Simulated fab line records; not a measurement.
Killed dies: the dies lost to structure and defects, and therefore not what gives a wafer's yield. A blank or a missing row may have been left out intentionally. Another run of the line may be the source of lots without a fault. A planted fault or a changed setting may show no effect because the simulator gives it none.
Which of the tools did it?    flow n5 finfet    36 wafers from 12 lots sampled at 6 of the route's 1938 steps

WHAT THE GAUGES READ, wafer by wafer
N5_BEOL_M4_CD_MEAS_11: the cd target is 16.79 nm.
lot   measured      on         cd nm (nm)
L074  day 8 03:32   cd sem-03  16.41 16.36 16.63
L077  day 8 20:38   cd sem-03  16.85 16.77 16.94
L079  day 9 10:43   cd sem-02  16.64 16.62 16.73
L080  day 9 18:43   cd sem-02  16.76 16.97 17.36
L083  day 10 17:25  cd sem-03  16.13 16.53 16.81
L085  day 10 20:40  cd sem-01  17.34 16.69 16.64
L088  day 11 17:06  cd sem-03  16.98 16.80 16.62
L089  day 12 12:26  cd sem-01  17.07 16.52 16.66
L090  day 12 21:54  cd sem-01  16.57 17.19 17.18
L093  day 13 05:14  cd sem-01  16.24 16.69 16.68
L095  day 13 19:12  cd sem-01  16.66 16.67 16.88
L097  day 14 15:46  cd sem-01  16.80 16.28 16.46

WHICH TOOL RAN EACH LOT (tool, then ch and the chambers of the sampled wafers, then the start)
lot   N5_BEOL_M3_ETCH_64                  N5_BEOL_M3_STRIP_36                 N5_BEOL_M3_ANNEAL_49          N5_BEOL_M3_ANNEAL_80          N5_BEOL_M3_SPUTTER_92
L074  rie diel-01 ch 1,2,3, day 7 15:06   rie diel-03 ch 2,3, day 7 22:13     pvd sputter-02, day 7 23:59   pvd sputter-02, day 8 00:13   pvd sputter-02, day 8 01:14
L077  rie diel-03 ch 0,2, day 8 05:10     rie diel-02 ch 2,3, day 8 11:10     pvd sputter-02, day 8 12:33   pvd sputter-02, day 8 12:46   pvd sputter-02, day 8 13:47
L079  rie diel-03 ch 2,3, day 8 22:01     rie diel-02 ch 1,2,3, day 9 01:50   pvd sputter-02, day 9 03:29   pvd sputter-02, day 9 03:43   pvd sputter-02, day 9 04:44
L080  rie diel-01 ch 0,2,3, day 9 03:34   rie diel-02 ch 1,3, day 9 10:05     pvd sputter-03, day 9 11:40   pvd sputter-03, day 9 11:53   pvd sputter-03, day 9 12:55
L083  rie diel-02 ch 0,2,3, day 9 16:49   rie diel-01 ch 0,1,2, day 10 09:10  pvd sputter-03, day 10 10:39  pvd sputter-03, day 10 10:52  pvd sputter-03, day 10 11:53
L085  rie diel-03 ch 1,2, day 9 21:21     rie diel-01 ch 0,1,3, day 10 12:37  pvd sputter-01, day 10 13:48  pvd sputter-01, day 10 14:01  pvd sputter-01, day 10 15:02
L088  rie diel-01 ch 0,1,3, day 11 07:54  rie diel-02 ch 0,2,3, day 11 10:59  pvd sputter-02, day 11 12:45  pvd sputter-02, day 11 12:58  pvd sputter-02, day 11 13:59
L089  rie diel-01 ch 0,2,3, day 11 13:26  rie diel-02 ch 2,3, day 12 06:46    pvd sputter-01, day 12 08:47  pvd sputter-01, day 12 09:00  pvd sputter-01, day 12 10:01
L090  rie diel-03 ch 0,1,2, day 11 16:39  rie diel-02 ch 0,1,2, day 12 16:19  pvd sputter-03, day 12 17:40  pvd sputter-03, day 12 17:53  pvd sputter-03, day 12 18:55
L093  rie diel-01 ch 0,1,3, day 12 16:40  rie diel-01 ch 1,2,3, day 12 21:02  pvd sputter-01, day 12 22:46  pvd sputter-01, day 12 22:59  pvd sputter-01, day 13 02:07
L095  rie diel-03 ch 0,2,3, day 13 11:12  rie diel-03 ch 0,2,3, day 13 13:25  pvd sputter-03, day 13 15:07  pvd sputter-03, day 13 15:20  pvd sputter-03, day 13 16:21
L097  rie diel-02 ch 1,2, day 14 05:19    rie diel-02 ch 0,1,2, day 14 10:35  pvd sputter-03, day 14 12:06  pvd sputter-03, day 14 12:19  pvd sputter-03, day 14 13:20
- N5_BEOL_M3_ETCH_64: etches SOC in N2/H2, target depth 75 nm, overetch 15 nm, time 112.5 s.
- N5_BEOL_M3_STRIP_36: strips in N2/H2.
- N5_BEOL_M3_ANNEAL_49: time 240 s.
- N5_BEOL_M3_ANNEAL_80: time 240 s.
- N5_BEOL_M3_SPUTTER_92: material Cu, target thk 4.5 nm, time 8.29 s.

THE ANSWER, worked out from the rows above alone
Rule: the lots themselves supply what counts as usual. The widest of any qualifying gaps counts: lots, ordered by their means at a reading, are off when they make up no more than a third of the lots, leave a main group of 4 or more, and stand apart from it by 3 or more times the standard deviation of that group's means. The tables above print the reading to a certain number of digits; a main group whose means all agree to those digits is not used. A lot without any number at a reading at which 4 lots or more have one is off too. Any other lot the step has rows for is counted as sound.
Nothing can be told from this: no lot is off at any reading shown.

WHAT WAS PUT IN BY THE SIMULATOR
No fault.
